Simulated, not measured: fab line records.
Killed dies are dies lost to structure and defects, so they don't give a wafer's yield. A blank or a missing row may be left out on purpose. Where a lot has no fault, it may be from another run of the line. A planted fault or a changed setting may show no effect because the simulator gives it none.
The tool behind it: which one? / flow nand-harc / at 1 step of a route of 1302, 12 lots with 36 wafers sampled

## WHAT THE GAUGES SHOWED, per wafer
NHARC_P_M2_CD_MEAS_16.
lot=L075; measured=day 7 01:01; on=cd-sem-02; cd-nm (nm)=171.9 171.7 171.4
lot=L077; measured=day 7 14:26; on=cd-sem-03; cd-nm (nm)=170.1 169.9 169.6
lot=L079; measured=day 8 10:31; on=cd-sem-03; cd-nm (nm)=172.2 168.2 171.0
lot=L081; measured=day 9 05:50; on=cd-sem-01; cd-nm (nm)=170.0 169.8 170.8
lot=L083; measured=day 10 04:32; on=cd-sem-01; cd-nm (nm)=169.1 169.8 170.6
lot=L085; measured=day 11 00:22; on=cd-sem-03; cd-nm (nm)=169.7 169.9 169.9
lot=L087; measured=day 11 16:55; on=cd-sem-03; cd-nm (nm)=171.3 168.9 168.9
lot=L088; measured=day 12 17:10; on=cd-sem-02; cd-nm (nm)=172.6 171.9 171.7
lot=L091; measured=day 13 08:40; on=cd-sem-03; cd-nm (nm)=168.6 169.4 169.2
lot=L093; measured=day 14 08:08; on=cd-sem-02; cd-nm (nm)=168.9 169.0 170.5
lot=L095; measured=day 15 03:47; on=cd-sem-02; cd-nm (nm)=168.2 168.9 170.1
lot=L097; measured=day 15 20:26; on=cd-sem-02; cd-nm (nm)=170.9 169.8 171.3

## WHICH TOOL RAN EACH LOT (tool, then ch and the chambers of the sampled wafers, then the start)
Before these readings, the record contains no process step.

## THE ANSWER, worked out from the rows above alone
Rule: the lots themselves supply what counts as usual. The widest of any qualifying gaps counts: lots, ordered by their means at a reading, are off when they make up no more than a third of the lots, leave a main group of 4 or more, and stand apart from it by 3 or more times the standard deviation of that group's means. A main group whose means are all the same, to the digits that the tables above print for the reading, isn't used. Also off: a lot with no number at a reading for which 4 or more lots have one. Where the step has rows for the other lots, those lots are counted as sound.
Nothing can be told from this: no lot is off at any reading shown.

## WHAT THE SIMULATOR HAD INSERTED
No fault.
